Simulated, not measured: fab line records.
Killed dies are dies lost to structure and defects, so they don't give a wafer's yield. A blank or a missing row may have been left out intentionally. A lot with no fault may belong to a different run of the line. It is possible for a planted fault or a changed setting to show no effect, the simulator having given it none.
Split-lot experiment ; flow n5-finfet ; on a route of 1938 steps: 7 lots, 39 wafers read

THE SPLIT
At N5_FIN_SAQP_HM_DEP_72 (deposits SiO2 from SiH4/N2O, target thk 12 nm, time 7.2 s), the setting target-thk-a was moved away from the recipe's 120 angstrom on 9 of the 39 wafers read, by +27.2% to +51.8%. This setting was run at the recipe's value on the other wafers.

FROM THE SPLIT TO THE READING: what the file shows between them, 4 steps
- N5_FIN_SAQP_COAT_49: time 60 s, resist thk 100 nm
- N5_FIN_SAQP_COAT_50: time 60 s, resist thk 35 nm
- N5_FIN_SAQP_ETCH_52: etches SOC in N2/H2, target depth 100 nm, overetch 20 nm, time 150 s
- N5_FIN_SAQP_STRIP_53: strips in N2/H2

THE READING
etch.depth-nm (the simulator's own value, which no gauge read), in nm, at N5_FIN_SAQP_HM_OPEN_73 (chemistry CHF3/O2, target SiO2, stops on a-Si, target depth 12 nm, time 16.8 s). No usual value for it is given in the file. Across the 30 wafers here that went through the recipe, the average is 12.09 nm and the standard deviation 0.16 nm.

wafer;tool, chamber at the split;target-thk-a as run, angstrom;against the recipe;etch.depth-nm, nm;against lot-mates on the recipe
L075.3;pecvd-02, 2;120;recipe;11.87;-
L075.4;pecvd-02, 0;120;recipe;12.02;-
L075.6;pecvd-02, 1;120;recipe;12.23;-
L078.1;pecvd-04, 1;120;recipe;12.1;-
L078.2;pecvd-04, 0;120;recipe;12.07;-
L078.3;pecvd-04, 2;120;recipe;11.71;-
L078.4;pecvd-04, 1;120;recipe;12.06;-
L078.5;pecvd-04, 2;120;recipe;12.25;-
L078.6;pecvd-04, 0;120;recipe;12.12;-
L081.1;pecvd-03, 2;120;recipe;12.04;-
L081.2;pecvd-03, 0;120;recipe;12.01;-
L081.3;pecvd-03, 1;120;recipe;11.98;-
L081.4;pecvd-03, 2;120;recipe;12.18;-
L081.5;pecvd-03, 1;120;recipe;12.2;-
L081.6;pecvd-03, 0;120;recipe;12.19;-
L082.1;pecvd-04, 2;182.2;+51.8%;17.91;+5.73
L082.2;pecvd-04, 0;120;recipe;11.9;-
L082.3;pecvd-04, 1;182.2;+51.8%;18.35;+6.17
L082.4;pecvd-04, 0;120;recipe;12.38;-
L082.5;pecvd-04, 1;182.2;+51.8%;18.37;+6.19
L082.6;pecvd-04, 2;120;recipe;12.25;-
L089.1;pecvd-03, 2;120;recipe;11.69;-
L089.2;pecvd-03, 0;120;recipe;12.01;-
L089.3;pecvd-03, 1;152.7;+27.2%;14.95;+3.01
L089.4;pecvd-03, 2;152.7;+27.2%;15.32;+3.38
L089.5;pecvd-03, 0;120;recipe;12.11;-
L089.6;pecvd-03, 1;152.7;+27.2%;15.25;+3.31
L092.1;pecvd-02, 1;153.5;+27.9%;15.13;+3.00
L092.2;pecvd-02, 2;153.5;+27.9%;15.38;+3.25
L092.3;pecvd-02, 0;120;recipe;12.04;-
L092.4;pecvd-02, 2;120;recipe;12.24;-
L092.5;pecvd-02, 1;153.5;+27.9%;15.61;+3.48
L092.6;pecvd-02, 0;120;recipe;12.12;-
L094.1;pecvd-03, 1;120;recipe;12.13;-
L094.2;pecvd-03, 0;120;recipe;12.16;-
L094.3;pecvd-03, 2;120;recipe;12.01;-
L094.4;pecvd-03, 2;120;recipe;12.25;-
L094.5;pecvd-03, 1;120;recipe;12.32;-
L094.6;pecvd-03, 0;120;recipe;12.19;-

THE FIT
A straight line over all 39 wafers: etch.depth-nm changes by +0.117 nm for each +1% of target-thk-a; r = +1.00; the points scatter about the line by 0.17 nm.
The same after taking each lot's own level away (the mean of its wafers on the recipe; 39 wafers): +0.117 nm for each +1%; r = +1.00; scatter 0.16 nm.
On that fit, the largest move of target-thk-a shifts the reading by 6 nm.
From 11.937 to 12.177 nm: that is the span of the lots' own levels, equal to 1.5 times the standard deviation above.
Consequently the slope shifts little with the lot-to-lot level, the two slopes agreeing.
Check: +6.14 nm against its lot-mates is what the line predicts for one of the wafers moved furthest among these (+51.8%) when that wafer is left out of the fit. It came out at +5.73 nm against them.

THE WHOLE CHAIN: every reading that the file lists as answering this split, in the file's order
step;what it does;reading;change (the file's fit);r (the file's)
N5_FIN_SAQP_HM_DEP_72;deposits SiO2 from SiH4/N2O, target thk 12 nm, time 7.2 s;SiO2_of_FIN_SAQP_HM_DEP_72.thk-nm (the simulator's own value, which no gauge read);+0.117 nm for each +1% of the setting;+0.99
N5_FIN_SAQP_HM_OPEN_73;chemistry CHF3/O2, target SiO2, stops on a-Si, target depth 12 nm, time 16.8 s;etch.depth-nm (the simulator's own value, which no gauge read);+0.117 nm for each +1% of the setting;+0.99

FILE'S OWN FIT
etch.depth-nm changes by +0.117 nm for each +1% of target-thk-a, r = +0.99.
